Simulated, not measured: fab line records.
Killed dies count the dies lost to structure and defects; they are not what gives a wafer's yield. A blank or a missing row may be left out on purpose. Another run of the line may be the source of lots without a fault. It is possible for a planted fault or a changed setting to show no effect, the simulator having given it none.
A struck lot beside a sound one ; flow n5-finfet ; 13 out of 1938 route steps
Sound: these wafers, L347.1, L347.3, L347.5. Struck: wafers L336.2, L336.3, L336.5. The cause comes at the end.
At each step with rows: each side's tool, then ch and its chambers, then its first start. Under that, the readings that differ: sound wafers ; struck wafers ; difference of the means ; sigmas: that difference in standard deviations of wafers without a fault.
alike: words and numbers the same on both sides, and readings whose means are apart by under 2 such deviations; not compared: readings that were withheld, readings missing a value for some wafer, numbers with overlapping values and no deviation given by the record, and bounds like >300 which may hide the same value.
A row with sigmas, a row that says differs or no value, or rows on one side alone: a step with any of these is where the two part. Numbers that have no deviation but don't overlap get no sigmas and don't part them. A reading missing from all wafers of one side parts the sides only when that side holds two or more wafers.

first, 9 steps without rows for these wafers: N5_BEOL_M0_SAQP_COAT_34 (resist thk 30 nm); N5_BEOL_M0_SAQP_EBR_36; N5_BEOL_M0_SAQP_SOFTBAKE_35 (time 60 s); N5_BEOL_M0_SAQP_EXPOSE_37 (exposes mask M0 CUT1, target cd 30 nm); N5_BEOL_M0_SAQP_PEB_38 (peb time 60 s); N5_BEOL_M0_SAQP_DEVELOP_39 (develop time 30 s); N5_BEOL_M0_SAQP_DESCUM_45 (chemistry O2, time 7 s); N5_BEOL_M0_SAQP_ETCH_88 (etches underlayer in N2/H2, target depth 6.5 nm, time 5.2 s); N5_BEOL_M0_SAQP_ETCH_73 (etches SiARC in CF4, target depth 19.5 nm, time 32.5 s).
N5_BEOL_M0_SAQP_CUT_ETCH_46: etches SOC in N2/H2, target depth 135 nm, overetch 27 nm, time 202.5 s.
  sound on rie-diel-04 ch 0,1,2, day 9 17:52; struck on rie-diel-02 ch 1,2,3, day 7 06:47
  no value came back on the struck wafers for any of 7 readings (bias-w (W), chamber-pressure-mTorr (mTorr) and others); on the sound wafers bias-w (W) reads 150.8 150.2 149.8
reading;sound;struck;difference;sigmas
model.SiARC_of_BEOL_M0_SAQP_COAT_72.thk-nm (nm);4.8 5 4.8;15 15 15;+10;
model.underlayer_of_BEOL_M0_SAQP_COAT_87.thk-nm (nm);0 0 0;5 5 5;+5;
  not compared: rf-hours-counter-h
then, 1 step without rows for these wafers: N5_BEOL_M0_SAQP_STRIP_74 (strips in N2/H2).
N5_BEOL_M4_RC_MEAS_101:
  the record has rows for the sound wafers here (prober-01 ch 0, day 14 03:51) and none for the struck ones
-- here the record skips 9 days between the struck wafers' starts before and after, leaving off in module BEOL_M4 and picking up in module PASSIVATION (first step shown: number 1936 of the route) --
N5_PASSIVATION_PROBE_49:
  struck on prober-01, day 16 12:05; sound on prober-02, day 18 16:25
reading;sound;struck;difference;sigmas
defect-limited-yield (%);89.6 87.5 90.9;0 0 0;-89;-64
killed_at_M0_to_M3;48 71 42;1101 1077 1120;+1046;+95
killed-dies;123 147 107;1180 1180 1180;+1054;+66
killed-on-rim;14 24 18;152 152 152;+133;+37
sort_bin_5_function (%);6.3 7.5 6.1;96.7 94.7 95.9;+89.1;+95
sort-n-pass;1057 1033 1073;0 0 0;-1054;-66
sort-yield-pct (%);89.6 87.5 90.9;0 0 0;-89;-64
  alike: killed_at_M4_up, killed-at-contacts, killed-at-front-end, killed-at-other, killed-open, killed-short, sort_bin_4_leakage, sort_bin_6_memory

## WHERE THEY PART
Last at N5_PASSIVATION_PROBE_49 as far as this record goes, first at N5_BEOL_M0_SAQP_CUT_ETCH_46.

WHY: what the simulator had put in
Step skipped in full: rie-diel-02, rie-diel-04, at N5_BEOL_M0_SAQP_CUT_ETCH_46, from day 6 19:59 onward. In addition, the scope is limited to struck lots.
